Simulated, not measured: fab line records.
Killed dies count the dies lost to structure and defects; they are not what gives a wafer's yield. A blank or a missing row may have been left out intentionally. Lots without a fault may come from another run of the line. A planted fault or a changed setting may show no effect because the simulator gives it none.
Which of the tools did it? ; flow nand_harc ; 24 lots, 72 wafers sampled, at 4 steps of a route of 1302

== WHAT THE GAUGES READ, wafer by wafer ==
NHARC_A_ONON_D1_THK_MEAS_30: measures by ellipsometry.
lot;measured;on;thk_nm (nm)
L074;day 8 07:59;film_metro-02;987 987 989
L075;day 8 13:16;film_metro-01;983 982 982
L076;day 9 06:31;film_metro-02;981 982 982
L077;day 9 15:54;film_metro-02;1007 1008 1008
L078;day 10 03:05;film_metro-02;1001 1003 1001
L079;day 10 03:03;film_metro-01;1002 1001 1001
L080;day 10 16:47;film_metro-01;1009 1007 1007
L081;day 11 12:43;film_metro-02;998 999 999
L082;day 11 12:43;film_metro-01;994 995 994
L083;day 12 01:56;film_metro-01;1006 1005 1007
L084;day 12 01:56;film_metro-02;1003 1003 1000
L085;day 13 00:34;film_metro-02;988 989 989
L086;day 13 00:34;film_metro-01;994 995 993
L087;day 13 18:37;film_metro-01;1004 1004 1003
L089;day 14 10:29;film_metro-01;999 998 1000
L088;day 14 10:28;film_metro-02;994 994 995
L090;day 15 04:06;film_metro-01;1002 1002 1002
L091;day 15 04:07;film_metro-01;1004 1004 1002
L092;day 15 13:24;film_metro-01;982 983 983
L093;day 16 11:14;film_metro-01;1015 1012 1014
L094;day 16 11:05;film_metro-01;1013 1012 1012
L095;day 16 20:28;film_metro-01;977 979 979
L096;day 17 11:53;film_metro-02;1007 1008 1008
L097;day 18 03:26;film_metro-01;994 997 997

NHARC_A_ONON_D1_THK_MEAS_34: measures by ellipsometry.
lot;measured;on;thk_nm (nm)
L074;day 8 08:26;film_metro-01;196.9 198.7 202.4
L075;day 8 13:46;film_metro-02;200.1 203.5 202.4
L076;day 9 06:59;film_metro-01;199.6 196.9 202.5
L077;day 9 16:22;film_metro-02;198.0 199.4 201.5
L078;day 10 03:33;film_metro-01;197.0 202.4 202.3
L079;day 10 03:31;film_metro-02;197.4 201.7 204.0
L080;day 10 17:16;film_metro-02;201.7 201.9 203.2
L081;day 11 13:11;film_metro-02;199.5 200.2 203.7
L082;day 11 13:11;film_metro-01;194.1 197.4 200.4
L083;day 12 02:26;film_metro-02;198.7 200.1 201.4
L084;day 12 02:37;film_metro-01;197.7 200.5 203.1
L085;day 13 01:02;film_metro-01;196.9 196.8 199.4
L086;day 13 01:05;film_metro-01;195.0 203.7 201.6
L087;day 13 19:05;film_metro-02;198.2 203.4 204.4
L089;day 14 11:13;film_metro-01;199.6 195.9 198.4
L088;day 14 10:56;film_metro-02;197.3 200.3 199.3
L090;day 15 04:34;film_metro-01;200.3 200.8 203.1
L091;day 15 04:46;film_metro-01;196.9 201.5 203.2
L092;day 15 14:04;film_metro-02;197.2 198.2 202.8
L093;day 16 11:43;film_metro-02;198.7 199.1 203.1
L094;day 16 11:34;film_metro-01;200.3 202.0 202.0
L095;day 16 20:57;film_metro-01;199.5 198.4 202.7
L096;day 17 12:21;film_metro-02;199.9 199.6 199.6
L097;day 18 03:55;film_metro-02;199.8 200.4 201.7

== WHICH TOOL RAN EACH LOT (tool, then ch and the chambers of the sampled wafers, then the start) ==
lot;NHARC_P_M2_STRIP_18;NHARC_P_M2_PVD_21
L074;rie_diel-02 ch 1,3, day 6 12:17;pvd_sputter-01, day 8 07:59 or earlier
L075;rie_diel-05 ch 0,2, day 6 17:55;pvd_sputter-02, day 8 13:16 or earlier
L076;rie_diel-09 ch 1,2,3, day 7 09:23;pvd_sputter-01, day 9 06:31 or earlier
L077;rie_diel-05 ch 0,1,2, day 7 19:08;pvd_sputter-03, day 9 15:54 or earlier
L078;rie_diel-05 ch 1,3, day 8 04:18;pvd_sputter-02, day 10 03:05 or earlier
L079;rie_diel-02 ch 0,1,3, day 8 11:16;pvd_sputter-01, day 10 03:03 or earlier
L080;rie_diel-02 ch 1,2,3, day 8 22:52;pvd_sputter-01, day 10 16:47 or earlier
L081;rie_diel-02 ch 1,2,3, day 9 15:07;pvd_sputter-02, day 11 12:43 or earlier
L082;rie_diel-05 ch 1,2,3, day 9 15:20;pvd_sputter-03, day 11 12:43 or earlier
L083;rie_diel-09 ch 0,2,3, day 10 03:44;pvd_sputter-02, day 12 01:56 or earlier
L084;rie_diel-02 ch 2,3, day 10 09:48;pvd_sputter-03, day 12 01:56 or earlier
L085;rie_diel-02 ch 1,2,3, day 11 04:16;pvd_sputter-01, day 13 00:34 or earlier
L086;rie_diel-09 ch 0,2,3, day 11 04:55;pvd_sputter-03, day 13 00:34 or earlier
L087;rie_diel-05 ch 0,3, day 11 23:14;pvd_sputter-03, day 13 18:37 or earlier
L089;rie_diel-09 ch 0,2,3, day 12 13:43;pvd_sputter-03, day 14 10:29 or earlier
L088;rie_diel-05 ch 1,2, day 12 14:04;pvd_sputter-01, day 14 10:28 or earlier
L090;rie_diel-05 ch 0,2,3, day 13 05:52;pvd_sputter-01, day 15 04:06 or earlier
L091;rie_diel-05 ch 0,1, day 13 11:04;pvd_sputter-03, day 15 04:07 or earlier
L092;rie_diel-02 ch 1,2, day 13 17:52;pvd_sputter-01, day 15 13:24 or earlier
L093;rie_diel-02 ch 1,2,3, day 14 13:13;pvd_sputter-03, day 16 11:14 or earlier
L094;rie_diel-09 ch 0,2,3, day 14 17:30;pvd_sputter-03, day 16 11:05 or earlier
L095;rie_diel-09 ch 0,1,2, day 15 01:37;pvd_sputter-02, day 16 20:28 or earlier
L096;rie_diel-05 ch 1,2,3, day 15 15:05;pvd_sputter-02, day 17 11:53 or earlier
L097;rie_diel-02 ch 0,1,3, day 16 09:08;pvd_sputter-01, day 18 03:26 or earlier
- NHARC_P_M2_STRIP_18: strips in N2/H2.
- NHARC_P_M2_PVD_21: deposits Cu, target thk 30 nm, time 20.49 s.

== AS READ BY THE TOOLS THEMSELVES (means over the sampled wafers that have a number; for cases with no such wafer, the mark the record gives instead) ==
NHARC_P_M2_STRIP_18.
lot;tool;drypump_motor_current_A (A);oes_product_au (a.u.);rf_vpp_V (V);showerhead_plenum_p_Torr (Torr);throttle_valve_pct (%)
L074;rie_diel-02;5.9;1.000;90.6;2.12;14.169
L075;rie_diel-05;5.8;0.995;90.1;2.00;14.163
L076;rie_diel-09;5.9;1.003;90.5;2.09;14.174
L077;rie_diel-05;5.8;1.000;90.0;2.07;14.172
L078;rie_diel-05;5.6;1.001;91.0;2.03;14.165
L079;rie_diel-02;5.7;1.000;90.6;2.10;14.182
L080;rie_diel-02;5.6;1.000;91.3;2.06;14.173
L081;rie_diel-02;5.6;1.006;91.1;2.06;14.168
L082;rie_diel-05;5.6;1.007;90.6;1.97;14.176
L083;rie_diel-09;5.8;0.998;90.5;2.08;14.163
L084;rie_diel-02;5.9;0.998;90.6;2.09;14.172
L085;rie_diel-02;5.6;0.999;90.6;2.06;14.172
L086;rie_diel-09;5.8;0.996;90.1;2.08;14.178
L087;rie_diel-05;5.2;1.000;90.7;2.00;14.160
L089;rie_diel-09;5.8;1.000;91.1;2.07;14.179
L088;rie_diel-05;5.9;1.003;90.8;2.04;14.171
L090;rie_diel-05;5.5;1.003;90.1;2.00;14.182
L091;rie_diel-05;5.6;1.007;91.3;2.16;14.176
L092;rie_diel-02;5.4;0.983;90.6;2.02;14.169
L093;rie_diel-02;5.6;0.992;90.0;2.05;14.169
L094;rie_diel-09;5.8;0.999;90.8;2.07;14.171
L095;rie_diel-09;5.7;0.998;90.0;1.98;14.172
L096;rie_diel-05;5.6;1.002;89.7;1.97;14.164
L097;rie_diel-02;5.7;0.995;91.0;2.10;14.164

NHARC_P_M2_PVD_21.
lot;tool;chamber_pressure_pa (Pa);substrate_temp_c (C);throttle_valve_pct (%)
L074;pvd_sputter-01;4.993;30.09;30.0
L075;pvd_sputter-02;4.995;30.06;30.2
L076;pvd_sputter-01;5.002;30.10;29.4
L077;pvd_sputter-03;4.999;29.86;31.6
L078;pvd_sputter-02;5.005;30.06;29.7
L079;pvd_sputter-01;5.009;30.06;29.5
L080;pvd_sputter-01;5.004;30.09;29.4
L081;pvd_sputter-02;4.997;30.00;31.1
L082;pvd_sputter-03;5.004;30.05;30.3
L083;pvd_sputter-02;4.997;29.96;30.4
L084;pvd_sputter-03;5.002;30.02;31.0
L085;pvd_sputter-01;4.989;30.03;29.6
L086;pvd_sputter-03;5.009;30.06;30.4
L087;pvd_sputter-03;4.998;29.99;30.2
L089;pvd_sputter-03;5.004;30.09;30.9
L088;pvd_sputter-01;4.996;30.13;29.6
L090;pvd_sputter-01;4.996;29.93;29.5
L091;pvd_sputter-03;5.007;30.03;29.8
L092;pvd_sputter-01;5.007;29.98;30.0
L093;pvd_sputter-03;4.999;29.97;30.5
L094;pvd_sputter-03;4.999;30.05;29.1
L095;pvd_sputter-02;5.010;30.02;30.3
L096;pvd_sputter-02;4.987;29.96;29.7
L097;pvd_sputter-01;5.002;29.88;29.1

== THE ANSWER, worked out from the rows above alone ==
Rule: usual is defined by the lots themselves. Put in order of their means at a reading, lots are off if they are a third of the lots or fewer, leave a main group of 4 or more, and stand apart from it by a gap of 3 or more times the standard deviation of the main group's means; of several such gaps the widest counts. If all means in a main group match to the digits the tables above print for the reading, that group is not used. Also off: a lot with no number at a reading for which 4 or more lots have one. Any other lot the step has rows for is counted as sound. First the gauges in route order, then the tools' own readings, where a lot's mean is used as printed above. The first step at which some lot is off is used, and at that step the reading that is off furthest; a lot without a number counts as furthest.
No lot is off at any reading shown: from this, nothing can be told.

== WHAT THE SIMULATOR HAD INSERTED ==
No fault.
